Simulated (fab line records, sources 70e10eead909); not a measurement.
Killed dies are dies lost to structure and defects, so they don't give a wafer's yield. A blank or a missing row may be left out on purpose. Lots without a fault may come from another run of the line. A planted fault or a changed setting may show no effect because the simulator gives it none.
Chamber matching | flow nand_harc | NHARC_A_STAIRCASE_ETCH_253 on rie_diel-13: 4 sister chambers
The step etches the open film in C4F8/O2, target depth 50 nm, time 20.2 s. 8 wafers are shown with their chamber, then 9 later ones without.

WAFERS WITH THEIR CHAMBER
wafer  | chamber | rf_vpp_V (V) | rf_fwd_power_W (W)
L081.1 | 0       | 898          | 592
L081.4 | 1       | 891          | 590
L081.6 | 3       | 897          | 588
L082.1 | 0       | 895          | 594
L082.4 | 3       | 898          | 588
L086.2 | 2       | 898          | 592
L086.5 | 2       | 898          | 594
L086.6 | 1       | 893          | 586

WAFERS WITHOUT THEIR CHAMBER
wafer  | rf_vpp_V (V) | rf_fwd_power_W (W)
L087.2 | 897          | 587
L087.3 | 892          | 586
L087.6 | 898          | 591
L094.2 | 896          | 591
L094.3 | 891          | 591
L094.4 | 900          | 587
L096.4 | 896          | 594
L096.5 | 898          | 593
L096.6 | 896          | 586

WHICH CHAMBER EACH WENT THROUGH
wafer  | from the rows above          | in truth
L087.2 | 3                            | 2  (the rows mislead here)
L087.3 | 1                            | 1
L087.6 | can't be placed: 2 or 0 or 3 | 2
L094.2 | can't be placed: 0 or 2 or 3 | 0
L094.3 | 1                            | 1
L094.4 | can't be placed: 3 or 2      | 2
L096.4 | can't be placed: 0 or 2      | 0
L096.5 | can't be placed: 2 or 0      | 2
L096.6 | can't be placed: 3 or 1      | 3
Placed correctly: 2 of 9. Can't be placed from these rows: 6 (the true chamber is among the candidates in 6). Placed wrongly: 1.
How it was worked out, from the rows above alone: a wafer's distance from a chamber is the root of the sum, over the readings, of the square of ((its reading less the chamber's mean) divided by the reading's scatter). The wafer belongs to the nearest chamber; if the next one is less than 2 further off, it can't be placed. A chamber's mean is the mean of its shown wafers. The scatter: the root of (the sum of the squares of (reading less its chamber's mean) over the shown wafers, divided by (wafers less chambers)).
